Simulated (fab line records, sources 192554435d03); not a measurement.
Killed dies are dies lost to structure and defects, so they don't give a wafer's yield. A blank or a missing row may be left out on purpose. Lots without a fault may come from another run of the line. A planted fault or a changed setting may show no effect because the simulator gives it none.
Chamber matching | flow n5_finfet | N5_HKMG_FIN_DESCUM_17 on rie_diel-01: 4 sister chambers
The step chemistry O2, time 7.9 s. 22 wafers are shown with their chamber, then 11 later ones without.

WAFERS WITH THEIR CHAMBER
wafer  | chamber | drypump_motor_current_A (A) | showerhead_plenum_p_Torr (Torr) | throttle_valve_pct (%)
L076.1 | 2       | 5.5                         | 2.09                            | 20.21
L076.2 | 1       | 4.9                         | 2.05                            | 20.41
L076.4 | 0       | 5.4                         | 2.16                            | 20.97
L077.1 | 1       | 4.8                         | 2.05                            | 20.43
L077.5 | 2       | 5.5                         | 2.09                            | 20.21
L077.6 | 0       | 5.4                         | 2.16                            | 20.98
L079.1 | 2       | 5.5                         | 2.09                            | 20.21
L079.2 | 0       | 5.4                         | 2.15                            | 20.98
L079.3 | 3       | 5.8                         | 2.15                            | 20.32
L080.2 | 2       | 5.5                         | 2.09                            | 20.21
L080.5 | 2       | 5.5                         | 2.09                            | 20.23
L080.6 | 3       | 5.8                         | 2.15                            | 20.31
L084.1 | 1       | 4.8                         | 2.05                            | 20.02
L084.3 | 2       | 5.5                         | 2.09                            | 20.23
L084.6 | 2       | 5.5                         | 2.09                            | 20.23
L087.3 | 3       | 5.8                         | 2.14                            | 20.34
L087.5 | 3       | 5.8                         | 2.14                            | 20.35
L087.6 | 2       | 5.5                         | 2.08                            | 20.26
L088.1 | 2       | 5.5                         | 2.08                            | 20.25
L088.3 | 0       | 5.3                         | 2.15                            | 20.63
L088.4 | 2       | 5.5                         | 2.08                            | 20.25
L091.1 | 3       | 5.8                         | 2.14                            | 20.36

SIGNATURES (means of the wafers above)
reading                  | chamber 0 | chamber 1 | chamber 2 | chamber 3 | scatter within a chamber
drypump_motor_current_A  | 5.375     | 4.833     | 5.500     | 5.800     | 0.0281
showerhead_plenum_p_Torr | 2.1550    | 2.0500    | 2.0870    | 2.1440    | 0.00489
throttle_valve_pct       | 20.8900   | 20.2867   | 20.2290   | 20.3360   | 0.106
Rule: a wafer's distance from a chamber is the root of the sum, over the readings, of the square of ((its reading less the chamber's mean) divided by the reading's scatter). The wafer belongs to the nearest chamber; if the next one is less than 2 further off, it can't be placed. The scatter: the root of (the sum of the squares of (reading less its chamber's mean) over the shown wafers, divided by (wafers less chambers)).

WAFERS WITHOUT THEIR CHAMBER
wafer  | drypump_motor_current_A (A) | showerhead_plenum_p_Torr (Torr) | throttle_valve_pct (%)
L091.5 | 5.5                         | 2.08                            | 20.25
L091.6 | 4.8                         | 2.04                            | 20.06
L090.1 | 5.4                         | 2.15                            | 20.63
L090.3 | 5.8                         | 2.14                            | 20.35
L090.5 | 5.7                         | 2.14                            | 20.36
L094.2 | 5.5                         | 2.08                            | 20.28
L094.4 | 4.9                         | 2.04                            | 20.08
L094.6 | 4.9                         | 2.04                            | 20.07
L096.2 | 4.8                         | 2.04                            | 20.08
L096.4 | 5.8                         | 2.14                            | 20.38
L096.6 | 4.8                         | 2.04                            | 20.06

WHICH CHAMBER EACH WENT THROUGH
wafer  | from the rows above | in truth
L091.5 | 2                   | 2
L091.6 | 1                   | 1
L090.1 | 0                   | 0
L090.3 | 3                   | 3
L090.5 | 3                   | 3
L094.2 | 2                   | 2
L094.4 | 1                   | 1
L094.6 | 1                   | 1
L096.2 | 1                   | 1
L096.4 | 3                   | 3
L096.6 | 1                   | 1
Placed correctly: 11 of 11. Can't be placed from these rows: 0. Placed wrongly: 0.
